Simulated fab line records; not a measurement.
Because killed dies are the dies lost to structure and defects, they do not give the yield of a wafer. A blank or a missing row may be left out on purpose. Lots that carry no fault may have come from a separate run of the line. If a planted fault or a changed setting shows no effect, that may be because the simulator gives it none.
Matching of chambers / flow n5-finfet / N5_BEOL_M10_CURE_71 on uv-cure-03: 3 sister chambers
The step cures SiCOH lowk, time 240 s. 3 wafers are shown with their chamber, then 8 later ones without.

## WAFERS, EACH WITH ITS CHAMBER
wafer=L078.5; chamber=0; lamp-power-pct (%)=52.32
wafer=L090.6; chamber=2; lamp-power-pct (%)=52.42
wafer=L089.1; chamber=1; lamp-power-pct (%)=52.28

## WAFERS MISSING THEIR CHAMBER
wafer=L089.2; lamp-power-pct (%)=52.32
wafer=L089.4; lamp-power-pct (%)=52.33
wafer=L088.2; lamp-power-pct (%)=52.32
wafer=L088.5; lamp-power-pct (%)=52.33
wafer=L088.6; lamp-power-pct (%)=52.32
wafer=L091.3; lamp-power-pct (%)=52.34
wafer=L091.4; lamp-power-pct (%)=52.28
wafer=L091.5; lamp-power-pct (%)=52.37

## CHAMBER TAKEN BY EACH
wafer=L089.2; from the rows above=0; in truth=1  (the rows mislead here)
wafer=L089.4; from the rows above=0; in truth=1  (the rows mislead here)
wafer=L088.2; from the rows above=0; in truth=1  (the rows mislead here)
wafer=L088.5; from the rows above=0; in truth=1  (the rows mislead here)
wafer=L088.6; from the rows above=0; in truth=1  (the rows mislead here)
wafer=L091.3; from the rows above=0; in truth=0
wafer=L091.4; from the rows above=1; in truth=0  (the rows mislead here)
wafer=L091.5; from the rows above=can't be placed: 0 or 2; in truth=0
Correct placement for 1 of the 8. From these rows, 1 cannot be placed; in 1 the true chamber is one of the candidates. 6 placed wrongly.
How it was worked out, from the rows above alone: a wafer's distance from a chamber is the root of the sum, over the readings, of the square of ((its reading less the chamber's mean) divided by the reading's scatter). If the next closest chamber is less than 2 further off than the closest, the wafer can't be placed; otherwise it belongs to the closest. Each chamber's mean is taken over the wafers shown for it. The scatter (one wafer shown for each chamber): square how far every hidden wafer sits from the nearest shown wafer, average those squares and take the square root.
